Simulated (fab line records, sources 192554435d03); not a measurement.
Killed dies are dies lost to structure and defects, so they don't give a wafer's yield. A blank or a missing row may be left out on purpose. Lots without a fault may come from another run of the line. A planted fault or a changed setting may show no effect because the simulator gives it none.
One fault seen from 3 desks | flow n5_finfet | each desk has only its own numbers; what lay behind them comes last
Where a reading is given only as a bound, like >300, the bound stands for it, and a mean or a difference that rests on one is marked > or <: the true number lies beyond.

THE DEFECT DESK
What the inspections along the route counted, lot by lot: means of the sampled wafers that have a number. A lot is out of limits, marked OUT, if its mean lies more than 4 standard deviations from the usual mean; the brackets give that distance.
Columns: A = raw_defect_count at N5_BEOL_M15_INSPECT_30, usual 2.2
lot  | first seen here | A
L729 | day 11 01:25    | 3.0
L732 | day 12 00:41    | 2.0
L734 | day 12 15:57    | 3.3
L735 | day 12 19:33    | 2.0
L737 | day 12 22:19    | 4.3
L743 | day 14 22:21    | >300 (+99 or more) OUT
L745 | day 15 01:29    | 3.0
L744 | day 15 02:43    | >300 (+99 or more) OUT
L747 | day 15 17:47    | 2.3
L749 | day 16 09:49    | 2.0
This desk's finding: out of limits on L743, L744; first on L743, day 14 22:21 (raw_defect_count at N5_BEOL_M15_INSPECT_30). In limits: L729, L732, L734, L735, L737, L745, L747, L749.

THE TOOL OWNER'S DESK: rie_diel-01
The tool's own readings at N5_BEOL_M15_VIA_ETCH_16 (etches SiO2 in C4F8/O2/Ar, target depth 1792.2 nm): means of the sampled wafers that have a number, for each lot that ran on this tool. A lot is out of limits, marked OUT, if its mean lies more than 4 standard deviations from the usual mean; the brackets give that distance.
Columns: A = drypump_motor_current_A at N5_BEOL_M15_VIA_ETCH_16, usual 5.7 A; B = mfc_ar_sccm at N5_BEOL_M15_VIA_ETCH_16, usual 399.9 sccm; C = oes_product_au at N5_BEOL_M15_VIA_ETCH_16, usual 0.68 a.u.; D = rf_vpp_V at N5_BEOL_M15_VIA_ETCH_16, usual 2211 V; E = showerhead_plenum_p_Torr at N5_BEOL_M15_VIA_ETCH_16, usual 3.42 Torr; F = throttle_valve_pct at N5_BEOL_M15_VIA_ETCH_16, usual 30.94 %
lot  | first seen here | A   | B     | C    | D    | E    | F
L734 | day 12 14:29    | 5.7 | 401.1 | 0.74 | 2207 | 3.42 | 30.71
L743 | day 14 20:48    | 6.2 | 400.0 | 0.66 | 2199 | 3.43 | 30.86
L744 | day 15 01:23    | 5.7 | 399.1 | 0.71 | 2206 | 3.40 | 30.72
This desk's finding: nothing out of limits on any of the 3 lots.

THE METROLOGY DESK
What the gauges read, lot by lot, whatever tool the lot ran on: means of the sampled wafers that have a number. A lot is out of limits, marked OUT, if its mean lies more than 4 standard deviations from the usual mean; the brackets give that distance.
Columns: A = M15_OVL at N5_BEOL_M15_OVL_MEAS_29, usual -1 nm
lot  | first seen here | A
L729 | day 11 01:23    | 5
L732 | day 12 00:40    | -4
L734 | day 12 15:55    | -3
L735 | day 12 19:32    | -5
L737 | day 12 22:17    | 3
L743 | day 14 22:20    | -13
L745 | day 15 01:28    | 5
L744 | day 15 02:41    | 2
L747 | day 15 17:46    | -7
L749 | day 16 09:47    | 1
This desk's finding: nothing out of limits on any of the 10 lots.

PUT TOGETHER
The defect desk could have raised an alarm at day 14 22:21, on L743, L744.
The tool owner's desk saw nothing out of limits.
The metrology desk saw nothing out of limits.
The tool owner's desk has L743, L744 on record, within its limits.
The metrology desk has L743, L744 on record, within its limits.
Of the lots named, all ran N5_BEOL_M15_VIA_ETCH_16 on rie_diel-01.

WHAT THE SIMULATOR HAD PUT IN
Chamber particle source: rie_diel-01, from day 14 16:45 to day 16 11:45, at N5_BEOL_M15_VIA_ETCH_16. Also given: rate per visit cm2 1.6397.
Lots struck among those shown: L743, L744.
Hours from the fault's start to each desk's first reading out of limits: the defect desk, 6.
